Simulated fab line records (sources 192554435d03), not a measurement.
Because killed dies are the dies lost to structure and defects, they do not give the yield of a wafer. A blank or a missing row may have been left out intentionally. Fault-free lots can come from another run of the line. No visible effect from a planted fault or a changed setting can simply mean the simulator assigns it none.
What tool caused it?	flow n5_finfet	21 lots with 63 wafers sampled at 6 steps, on a route of 1938 steps

WHAT THE GAUGES READ, wafer by wafer
N5_SDB_INSPECT_36: inspects for defects (darkfield). Usual: raw_defect_count at 47, with a standard deviation of 19.
lot	measured	on	raw_defect_count	flag
L074	day 3 22:44	defect_inspect-02	59 53 48	
L075	day 4 05:05	defect_inspect-01	48 63 25	
L077	day 4 16:24	defect_inspect-01	49 71 64	
L078	day 4 23:34	defect_inspect-01	61 70 65	
L079	day 5 05:19	defect_inspect-01	27 29 17	
L081	day 5 20:46	defect_inspect-02	66 75 55	
L082	day 6 00:16	defect_inspect-01	70 57 46	
L083	day 6 08:49	defect_inspect-02	36 33 34	
L084	day 6 11:43	defect_inspect-02	53 35 38	
L085	day 6 23:08	defect_inspect-01	40 67 41	
L086	day 7 02:23	defect_inspect-01	56 37 31	
L087	day 7 09:10	defect_inspect-01	20 35 26	
L089	day 7 15:53	defect_inspect-02	41 66 68	
L090	day 7 19:52	defect_inspect-02	45 43 40	
L091	day 8 04:37	defect_inspect-01	50 66 75	
L092	day 8 07:59	defect_inspect-01	36 52 27	
L093	day 8 14:27	defect_inspect-01	43 58 19	
L094	day 8 21:56	defect_inspect-01	38 51 36	
L095	day 9 03:26	defect_inspect-02	65 79 35	
L096	day 9 07:35	defect_inspect-02	22 48 28	
L097	day 9 14:28	defect_inspect-01	18 43 30	

N5_HKMG_FIN_INSPECT_14: inspects for defects (macro). Usual: raw_defect_count at 2.1, with a standard deviation of 1.4.
lot	measured	on	raw_defect_count	flag
L074	day 4 04:12	defect_inspect-02	1 2 3	
L075	day 4 10:26	defect_inspect-02	1 2 1	
L077	day 4 21:23	defect_inspect-01	4 4 1	
L078	day 5 04:38	defect_inspect-01	1 1 2	
L079	day 5 10:40	defect_inspect-02	4 6 3	
L081	day 6 01:43	defect_inspect-02	1 1 0	
L082	day 6 05:26	defect_inspect-02	1 1 3	
L083	day 6 13:34	defect_inspect-01	1 3 0	
L084	day 6 16:43	defect_inspect-01	0 1 2	
L085	day 7 04:16	defect_inspect-01	3 2 3	
L086	day 7 07:48	defect_inspect-01	5 1 2	
L087	day 7 14:11	defect_inspect-01	3 5 2	
L089	day 7 20:56	defect_inspect-01	1 2 0	
L090	day 8 01:13	defect_inspect-02	2 2 3	
L091	day 8 09:39	defect_inspect-01	3 2 1	
L092	day 8 13:02	defect_inspect-01	3 2 4	
L093	day 8 19:37	defect_inspect-01	3 3 2	
L094	day 9 03:17	defect_inspect-02	1 2 2	
L095	day 9 08:16	defect_inspect-02	2 1 3	
L096	day 9 12:37	defect_inspect-02	0 1 1	
L097	day 9 20:06	defect_inspect-01	1 2 0	

WHAT TOOL EACH LOT RAN ON (gives the tool, then ch and the chambers of the sampled wafers, and finally the start)
lot	N5_DUMMY_GATE_STRIP_41	N5_DUMMY_GATE_STRIP_48	N5_SD_EPI_N_DESCUM_14	N5_SD_EPI_P_ETCH_16
L074	rie_diel-03 ch 0,1,2, day 3 00:17	rie_diel-03 ch 1,2,3, day 3 00:47	rie_diel-05 ch 0,2,3, day 3 02:22	rie_diel-01 ch 1,2,3, day 3 07:17
L075	rie_diel-06 ch 1,3, day 3 04:58	rie_diel-01 ch 0,2,3, day 3 05:36	rie_diel-05 ch 0,1, day 3 06:47	rie_diel-06 ch 0,2, day 3 12:34
L077	rie_diel-01 ch 0,1,3, day 3 18:46	rie_diel-06 ch 0,1,2, day 3 19:24	rie_diel-02 ch 1,3, day 3 20:43	rie_diel-03 ch 0,1,2, day 4 01:43
L078	rie_diel-01 ch 2,3, day 3 22:22	rie_diel-01 ch 0,1,3, day 3 23:08	rie_diel-02 ch 0,1,3, day 4 00:29	rie_diel-03 ch 2,3, day 4 05:44
L079	rie_diel-06 ch 2,3, day 4 04:41	rie_diel-01 ch 1,2,3, day 4 05:16	rie_diel-02 ch 0,1,3, day 4 06:33	rie_diel-03 ch 0,1,2, day 4 11:41
L081	rie_diel-01 ch 0,2,3, day 4 16:59	rie_diel-03 ch 0,1,2, day 4 17:31	rie_diel-02 ch 2,3, day 4 23:56	rie_diel-06 ch 0,3, day 5 05:41
L082	rie_diel-03 ch 0,2, day 5 01:29	rie_diel-03 ch 0,3, day 5 01:59	rie_diel-04 ch 2,3, day 5 03:56	rie_diel-01 ch 2,3, day 5 09:00
L083	rie_diel-01 ch 0,1,2, day 5 09:54	rie_diel-01 ch 2,3, day 5 10:24	rie_diel-02 ch 0,2, day 5 11:56	rie_diel-06 ch 1,2,3, day 5 17:28
L084	rie_diel-01 ch 0,2, day 5 14:23	rie_diel-06 ch 1,2,3, day 5 14:53	rie_diel-04 ch 0,1,3, day 5 16:03	rie_diel-03 ch 0,2,3, day 5 21:08
L085	rie_diel-06 ch 0,2,3, day 6 00:28	rie_diel-01 ch 0,1,2, day 6 00:57	rie_diel-05 ch 0,1, day 6 02:20	rie_diel-06 ch 0,2, day 6 07:31
L086	rie_diel-06 ch 0,2,3, day 6 04:41	rie_diel-01 ch 0,2,3, day 6 05:11	rie_diel-04 ch 0,1, day 6 06:22	rie_diel-03 ch 1,3, day 6 11:27
L087	rie_diel-06 ch 1,2, day 6 08:35	rie_diel-06 ch 2,3, day 6 09:05	rie_diel-05 ch 0,1,3, day 6 10:14	rie_diel-06 ch 0,1,2, day 6 15:18
L089	rie_diel-03 ch 0,3, day 6 17:55	rie_diel-01 ch 0,1,2, day 6 18:26	rie_diel-05 ch 0,2,3, day 6 19:46	rie_diel-03 ch 0,1, day 7 00:59
L090	rie_diel-06 ch 1,2,3, day 6 21:48	rie_diel-03 ch 1,3, day 6 22:18	rie_diel-04 ch 1,3, day 6 23:38	rie_diel-01 ch 1,2, day 7 04:44
L091	rie_diel-06 ch 0,3, day 7 06:19	rie_diel-03 ch 0,1,3, day 7 06:49	rie_diel-04 ch 2,3, day 7 07:58	rie_diel-06 ch 1,2,3, day 7 13:44
L092	rie_diel-03 ch 1,3, day 7 10:30	rie_diel-06 ch 0,3, day 7 11:00	rie_diel-02 ch 0,1,2, day 7 12:19	rie_diel-03 ch 0,1, day 7 17:14
L093	rie_diel-01 ch 0,1,3, day 7 15:50	rie_diel-06 ch 0,1,3, day 7 16:20	rie_diel-05 ch 1,2,3, day 7 17:29	rie_diel-01 ch 1,2,3, day 7 22:25
L094	rie_diel-01 ch 0,1,3, day 7 23:55	rie_diel-01 ch 0,1,2, day 8 00:25	rie_diel-04 ch 0,1,3, day 8 01:34	rie_diel-01 ch 0,2,3, day 8 06:44
L095	rie_diel-03 ch 0,3, day 8 05:28	rie_diel-03 ch 1,2,3, day 8 05:58	rie_diel-04 ch 0,2,3, day 8 07:07	rie_diel-01 ch 1,2,3, day 8 12:50
L096	rie_diel-03 ch 0,2,3, day 8 09:39	rie_diel-01 ch 0,2,3, day 8 10:08	rie_diel-04 ch 0,1,3, day 8 11:18	rie_diel-06 ch 0,1,2, day 8 16:19
L097	rie_diel-01 ch 2,3, day 8 15:59	rie_diel-06 ch 1,2,3, day 8 16:38	rie_diel-02 ch 2,3, day 8 17:53	rie_diel-06 ch 0,1,3, day 8 23:25
- N5_DUMMY_GATE_STRIP_41: strips in O2.
- N5_DUMMY_GATE_STRIP_48: strips in N2/H2, time 20 s.
- N5_SD_EPI_N_DESCUM_14: chemistry O2, time 7.9 s.
- N5_SD_EPI_P_ETCH_16: etches SiO2 in CHF3/O2, target depth 5 nm.

WHAT THE TOOLS THEMSELVES READ (means of the sampled wafers that have a number; where no wafer has one, the mark that the record gives instead)
N5_DUMMY_GATE_STRIP_41. Usual: drypump_motor_current_A 5.53 A, standard deviation 0.3; oes_product_au 0.79 a.u., standard deviation 0.074; rf_vpp_V 3.6 V, standard deviation 0.46; showerhead_plenum_p_Torr 2.09 Torr, standard deviation 0.074; temp_c 40.00 C, standard deviation 0.1; throttle_valve_pct 16.60 %, standard deviation 0.26.
lot	tool	drypump_motor_current_A (A)	oes_product_au (a.u.)	rf_vpp_V (V)	showerhead_plenum_p_Torr (Torr)	temp_c (C)	throttle_valve_pct (%)	flag
L074	rie_diel-03	5.35	0.78	3.5	2.05	39.99	16.64	
L075	rie_diel-06	5.37	0.73	3.8	2.05	39.96	16.66	
L077	rie_diel-01	5.44	0.81	3.2	2.12	40.01	16.59	
L078	rie_diel-01	5.66	0.79	3.6	2.05	40.00	16.44	
L079	rie_diel-06	5.64	0.80	3.8	2.14	40.00	16.44	
L081	rie_diel-01	5.47	0.80	3.9	2.08	40.04	16.62	
L082	rie_diel-03	5.42	0.75	3.7	2.10	40.09	16.91	
L083	rie_diel-01	5.45	0.78	4.1	2.13	39.94	16.78	
L084	rie_diel-01	5.48	0.77	3.0	2.10	40.19	16.80	
L085	rie_diel-06	5.47	0.81	3.6	2.11	39.97	16.46	
L086	rie_diel-06	5.49	0.81	3.4	2.11	40.01	16.46	
L087	rie_diel-06	5.93	0.85	4.0	2.19	39.97	16.35	
L089	rie_diel-03	5.60	0.73	3.8	2.08	39.93	16.69	
L090	rie_diel-06	5.67	0.82	3.7	2.11	39.97	16.46	
L091	rie_diel-06	5.32	0.84	4.0	2.09	40.00	16.47	
L092	rie_diel-03	5.37	0.76	3.9	1.98	39.95	16.59	
L093	rie_diel-01	5.44	0.77	3.8	2.11	39.97	16.63	
L094	rie_diel-01	5.44	0.77	3.4	2.11	40.12	16.64	
L095	rie_diel-03	5.61	0.72	3.6	2.08	40.00	16.71	
L096	rie_diel-03	5.52	0.72	3.8	2.08	40.13	16.89	
L097	rie_diel-01	5.69	0.73	3.7	2.06	40.05	16.68	

N5_DUMMY_GATE_STRIP_48. Usual: drypump_motor_current_A 5.53 A, standard deviation 0.28; oes_product_au 0.78 a.u., standard deviation 0.065; rf_vpp_V 45.5 V, standard deviation 0.83; showerhead_plenum_p_Torr 3.37 Torr, standard deviation 0.11; temp_c 39.97 C, standard deviation 0.11; throttle_valve_pct 12.21 %, standard deviation 0.25.
lot	tool	drypump_motor_current_A (A)	oes_product_au (a.u.)	rf_vpp_V (V)	showerhead_plenum_p_Torr (Torr)	temp_c (C)	throttle_valve_pct (%)	flag
L074	rie_diel-03	5.42	0.78	45.4	3.29	39.97	12.30	
L075	rie_diel-01	5.49	0.82	45.2	3.36	39.96	12.16	
L077	rie_diel-06	5.81	0.82	45.5	3.49	39.98	12.07	
L078	rie_diel-01	5.45	0.80	45.2	3.41	39.88	12.15	
L079	rie_diel-01	5.67	0.76	45.8	3.39	40.04	12.24	
L081	rie_diel-03	5.38	0.77	45.6	3.29	40.04	12.17	
L082	rie_diel-03	5.68	0.72	45.2	3.36	39.96	12.36	
L083	rie_diel-01	5.69	0.77	45.1	3.31	39.94	12.16	
L084	rie_diel-06	5.66	0.84	45.8	3.41	40.06	12.08	
L085	rie_diel-01	5.46	0.77	44.5	3.43	39.93	12.33	
L086	rie_diel-01	5.47	0.79	45.7	3.35	39.94	12.22	
L087	rie_diel-06	5.37	0.75	45.6	3.33	39.97	12.27	
L089	rie_diel-01	5.46	0.76	45.6	3.42	39.93	12.33	
L090	rie_diel-03	5.55	0.74	45.7	3.27	40.00	12.33	
L091	rie_diel-03	5.52	0.73	45.9	3.27	39.92	12.18	
L092	rie_diel-06	5.21	0.78	45.4	3.29	39.94	12.18	
L093	rie_diel-06	5.53	0.84	46.1	3.36	39.85	12.03	
L094	rie_diel-01	5.46	0.76	45.6	3.42	40.06	12.35	
L095	rie_diel-03	5.41	0.75	45.2	3.28	39.93	12.38	
L096	rie_diel-01	5.48	0.78	45.5	3.34	39.90	12.25	
L097	rie_diel-06	5.69	0.81	45.4	3.40	40.01	12.14	

N5_SD_EPI_N_DESCUM_14. Usual: value, then standard deviation, for each; drypump_motor_current_A 5.9 A / 0.37; oes_product_au 0.80 a.u. / 0.086; rf_fwd_power_W 49.47 W / 0.18; rf_vpp_V 243.5 V / 1.7; showerhead_plenum_p_Torr 2.12 Torr / 0.099; temp_c 40.00 C / 0.1; throttle_valve_pct 20.33 % / 0.16.
lot	tool	drypump_motor_current_A (A)	oes_product_au (a.u.)	rf_fwd_power_W (W)	rf_vpp_V (V)	showerhead_plenum_p_Torr (Torr)	temp_c (C)	throttle_valve_pct (%)	flag
L074	rie_diel-05	5.9	0.73	49.40	243.3	2.11	40.02	20.47	
L075	rie_diel-05	5.5	0.80	49.48	241.4	2.02	39.94	20.34	
L077	rie_diel-02	5.7	0.79	49.69	245.2	2.19	40.06	20.20	
L078	rie_diel-02	5.6	0.87	49.45	244.1	2.21	40.07	20.18	
L079	rie_diel-02	5.6	0.85	49.63	244.7	2.21	40.07	20.18	
L081	rie_diel-02	6.2	0.70	49.29	243.1	2.10	39.98	20.42	
L082	rie_diel-04	6.0	0.86	49.34	241.5	2.06	39.98	20.41	
L083	rie_diel-02	5.7	0.84	49.43	244.7	2.17	40.00	20.26	
L084	rie_diel-04	6.2	0.81	49.65	243.3	2.11	40.04	20.22	
L085	rie_diel-05	5.5	0.77	49.52	243.0	2.09	40.10	20.30	
L086	rie_diel-04	6.2	0.80	49.65	242.9	2.07	40.05	20.19	
L087	rie_diel-05	5.8	0.75	49.61	243.3	2.09	39.94	20.44	
L089	rie_diel-05	5.9	0.81	49.46	244.1	2.19	39.88	20.39	
L090	rie_diel-04	6.1	0.73	49.39	242.3	2.01	40.02	20.25	
L091	rie_diel-04	6.0	0.78	49.43	243.1	2.06	39.90	20.40	
L092	rie_diel-02	5.7	0.79	49.50	244.0	2.16	39.92	20.35	
L093	rie_diel-05	5.8	0.81	49.30	242.7	2.11	39.98	20.48	
L094	rie_diel-04	6.1	0.79	49.47	243.1	2.10	39.99	20.25	
L095	rie_diel-04	6.2	0.83	49.27	243.3	2.11	40.03	20.37	
L096	rie_diel-04	6.2	0.78	49.50	243.4	2.10	39.98	20.26	
L097	rie_diel-02	6.1	0.71	49.39	243.6	2.12	39.97	20.35	

N5_SD_EPI_P_ETCH_16. Usual: drypump_motor_current_A 5.5 A, standard deviation 0.31; oes_product_au 0.78 a.u., standard deviation 0.073; rf_fwd_power_W 643.2 W, standard deviation 2.4; rf_vpp_V 526 V, standard deviation 4.9; showerhead_plenum_p_Torr 2.41 Torr, standard deviation 0.081; throttle_valve_pct 18.83 %, standard deviation 0.26.
lot	tool	drypump_motor_current_A (A)	oes_product_au (a.u.)	rf_fwd_power_W (W)	rf_vpp_V (V)	showerhead_plenum_p_Torr (Torr)	throttle_valve_pct (%)	flag
L074	rie_diel-01	5.7	0.77	644.2	526	2.41	18.81	
L075	rie_diel-06	5.8	0.87	638.8	531	2.51	18.51	
L077	rie_diel-03	5.4	0.77	644.4	520	2.36	18.92	
L078	rie_diel-03	5.6	0.73	644.8	527	2.40	19.17	
L079	rie_diel-03	5.3	0.77	641.1	520	2.36	18.92	
L081	rie_diel-06	5.2	0.80	644.3	527	2.35	18.74	
L082	rie_diel-01	5.7	0.75	646.0	527	2.38	18.88	
L083	rie_diel-06	5.7	0.84	641.0	527	2.43	18.66	
L084	rie_diel-03	5.5	0.73	643.5	522	2.40	19.08	
L085	rie_diel-06	5.8	0.83	641.1	530	2.50	18.55	
L086	rie_diel-03	5.4	0.76	643.2	522	2.29	18.81	
L087	rie_diel-06	5.8	0.89	643.1	529	2.48	18.56	
L089	rie_diel-03	5.5	0.75	642.6	514	2.35	18.73	
L090	rie_diel-01	5.7	0.72	644.6	528	2.42	19.01	
L091	rie_diel-06	5.7	0.80	641.7	527	2.42	18.68	
L092	rie_diel-03	5.3	0.76	643.2	517	2.29	18.72	
L093	rie_diel-01	5.7	0.74	643.8	526	2.40	18.87	
L094	rie_diel-01	5.5	0.77	645.3	527	2.39	18.90	
L095	rie_diel-01	5.7	0.73	643.5	526	2.40	18.87	
L096	rie_diel-06	5.8	0.86	643.4	528	2.48	18.58	
L097	rie_diel-06	5.5	0.83	644.2	526	2.40	18.70	

THE ANSWER, worked out from the rows above alone
Rule: take the mean of a lot's wafers that have a number; if it is more than 3 standard deviations from the usual mean, the lot is off. A lot without any number at a reading at which 4 lots or more have one is off too. The other lots that the step has rows for count as sound. After the gauges, taken in route order, come the tools' own readings; for these a lot's mean is taken, as printed above. The first step at which some lot is off is used, and at that step the reading that is off furthest; a lot without a number counts as furthest.
Across all readings shown, no lot is off: no conclusion can be drawn from this.

WHAT THE SIMULATOR HAD INSERTED
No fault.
